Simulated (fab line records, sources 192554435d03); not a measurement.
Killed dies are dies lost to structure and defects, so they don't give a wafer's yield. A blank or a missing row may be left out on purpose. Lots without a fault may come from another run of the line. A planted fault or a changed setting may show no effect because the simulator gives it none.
A struck lot beside a sound one | flow n5_finfet | 20 steps out of a route of 1938
Sound: wafers L519.2, L519.4, L519.5. Struck: wafers L529.4, L529.6. (L529.3 of the same lot was not struck and is left out.) The cause comes at the end.
At each step with rows: each side's tool, then ch and its chambers, then its first start. Under that, the readings that differ: sound wafers | struck wafers | difference of the means | sigmas: that difference in standard deviations of wafers without a fault.
alike: readings whose means differ by less than 2 such deviations, and words and numbers that are the same on both sides. not compared: withheld readings, readings that some wafer has no value for, bounds like >300 that may hide the same value, and numbers for which the record gives no deviation and whose values overlap.
The two part at a step that has a row with sigmas, a row that says differs or no value, or rows on one side only. Numbers that don't overlap but have no deviation are shown without sigmas and don't part them. A reading that every wafer of one side lacks parts them only if that side has two wafers or more.

first, 9 steps without rows for these wafers: N5_BEOL_M1_COAT_67 (time 60 s, resist thk 60 nm); N5_BEOL_M1_COAT_68 (time 60 s, resist thk 12 nm); N5_BEOL_M1_COAT_76 (time 60 s, resist thk 5 nm); N5_BEOL_M1_COAT_22 (resist thk 30 nm); N5_BEOL_M1_EBR_24; N5_BEOL_M1_SOFTBAKE_23 (time 60 s); N5_BEOL_M1_EXPOSE_25 (exposes mask V0, defocus 5 nm, target cd 24 nm); N5_BEOL_M1_PEB_26 (peb time 60 s); N5_BEOL_M1_DEVELOP_27 (develop time 30 s).
N5_BEOL_M1_CD_MEAS_28: target cd y 23.3 nm.
  sound on cd_sem-01 ch 0, day 6 06:09; struck on cd_sem-01 ch 0, day 8 17:34
  alike: cd_nm
N5_BEOL_M1_OVL_MEAS_29:
  sound on overlay-02 ch 0, day 6 06:11; struck on overlay-02 ch 0, day 8 17:37
  alike: V0_OVL
N5_BEOL_M1_INSPECT_30: inspects for defects (brightfield).
  sound on defect_inspect-02, day 6 06:14; struck on defect_inspect-02, day 8 17:40
  alike: raw_defect_count
N5_BEOL_M1_DESCUM_33: chemistry O2, time 7 s.
  sound on rie_diel-03 ch 0,1,3, day 6 06:16; struck on rie_diel-02 ch 1,2, day 8 17:41
  reading                                      | sound      | struck    | difference | sigmas
  model.CAR-EUV_of_BEOL_M1_COAT_22.thk_nm (nm) | 26.2 26 26 | 26.8 26.8 | +0.7       |
  alike: drypump_motor_current_A, oes_product_au, rf_vpp_V, showerhead_plenum_p_Torr, throttle_valve_pct
  not compared: rf_hours_counter_h
N5_BEOL_M1_ETCH_77: etches underlayer in N2/H2, target depth 6.5 nm, time 5.2 s.
  sound on rie_diel-03 ch 0,1,3, day 6 06:19; struck on rie_diel-02 ch 1,2, day 8 17:44
  alike: drypump_motor_current_A, etch_rf_on_time_s, oes_product_au, rf_vpp_V, showerhead_plenum_p_Torr, throttle_valve_pct
  not compared: rf_hours_counter_h
N5_BEOL_M1_ETCH_69: etches SiARC in CF4, target depth 15.6 nm, time 26 s.
  sound on rie_diel-03 ch 0,1,3, day 6 06:19; struck on rie_diel-02 ch 1,2, day 8 17:45
  alike: drypump_motor_current_A, etch_rf_on_time_s, oes_product_au, rf_vpp_V, showerhead_plenum_p_Torr, throttle_valve_pct
  not compared: rf_hours_counter_h
N5_BEOL_M1_ALD_98: deposits SiO2, target thk 2.5 nm, pulse time 1 s, co reactant pulse time 1 s.
  sound on ald_sin-02 ch 1,2, day 6 06:28; struck on ald_sin-02 ch 0,1, day 8 18:07
  reading                    | sound             | struck      | difference | sigmas
  precursor_pulse_height_rel | 1.007 1.045 1.025 | 0.986 0.979 | -0.043     | -2
  alike: heater_power_w
N5_BEOL_M1_ETCHBACK_99: etches SiO2 in CHF3, target depth 5 nm, time 10.4 s.
  sound on rie_diel-04 ch 1,2,3, day 6 07:44; struck on rie_diel-04 ch 0,2, day 8 19:56
  reading                                      | sound          | struck    | difference | sigmas
  model.CAR-EUV_of_BEOL_M1_COAT_22.thk_nm (nm) | 10.4 10.4 10.4 | 11.2 11.2 | +0.8       |
  alike: CHF3_flow_sccm, drypump_motor_current_A, oes_product_au, rf_vpp_V, showerhead_plenum_p_Torr, throttle_valve_pct
  not compared: rf_hours_counter_h
N5_BEOL_M1_ETCH_70: etches SOC in N2/H2, target depth 80 nm, overetch 16 nm, time 120 s.
  sound on rie_diel-04 ch 1,2,3, day 6 07:46; struck on rie_diel-04 ch 0,2, day 8 19:58
  alike: drypump_motor_current_A, oes_product_au, rf_vpp_V, showerhead_plenum_p_Torr, throttle_valve_pct
  not compared: rf_hours_counter_h
N5_BEOL_M4_RC_MEAS_101:
  sound on prober-01 ch 0, day 7 17:47; struck on prober-02 ch 0, day 10 14:29
  reading        | sound          | struck    | difference | sigmas
  IOFF_P (nA/um) | 0.31 0.26 0.28 | 0.25 0.16 | -0.08      | -2
  SS_N (mV/dec)  | 72.0 71.1 71.8 | 71.0 70.1 | -1.1       | -2
  VT_P (mV)      | -240 -245 -244 | -247 -255 | -8         | -2
  alike: DIBL_N, DIBL_P, IOFF_N, ION_N, ION_P, SS_P, VT_N
-- the record jumps here: 5 days lie between the struck wafers' starts before and after (it left off in module BEOL_M4 and takes up again in module PASSIVATION, whose first step shown is number 1936 of the route) --
N5_PASSIVATION_PROBE_49:
  sound on prober-02, day 12 09:44; struck on prober-01, day 15 02:29
  reading                  | sound          | struck    | difference | sigmas
  defect_limited_yield (%) | 93.1 91.8 92.5 | 88.6 89.7 | -3.3       | -2
  killed_at_front_end      | 33 40 29       | 69 49     | +25        | +2
  killed_dies              | 81 97 89       | 135 122   | +40        | +2
  killed_open              | 58 53 53       | 90 80     | +30        | +2
  sort_bin_5_function (%)  | 4.2 4.6 4.4    | 7.4 6.5   | +2.5       | +3
  sort_n_pass              | 1099 1083 1091 | 1045 1058 | -40        | -2
  sort_yield_pct (%)       | 93.1 91.8 92.5 | 88.6 89.7 | -3.3       | -2
  alike: killed_at_M0_to_M3, killed_at_M4_up, killed_at_contacts, killed_at_other, killed_short, sort_bin_6_memory

WHERE THEY PART
First at N5_BEOL_M1_ALD_98; last, within this record, at N5_PASSIVATION_PROBE_49.

WHY: what the simulator had put in
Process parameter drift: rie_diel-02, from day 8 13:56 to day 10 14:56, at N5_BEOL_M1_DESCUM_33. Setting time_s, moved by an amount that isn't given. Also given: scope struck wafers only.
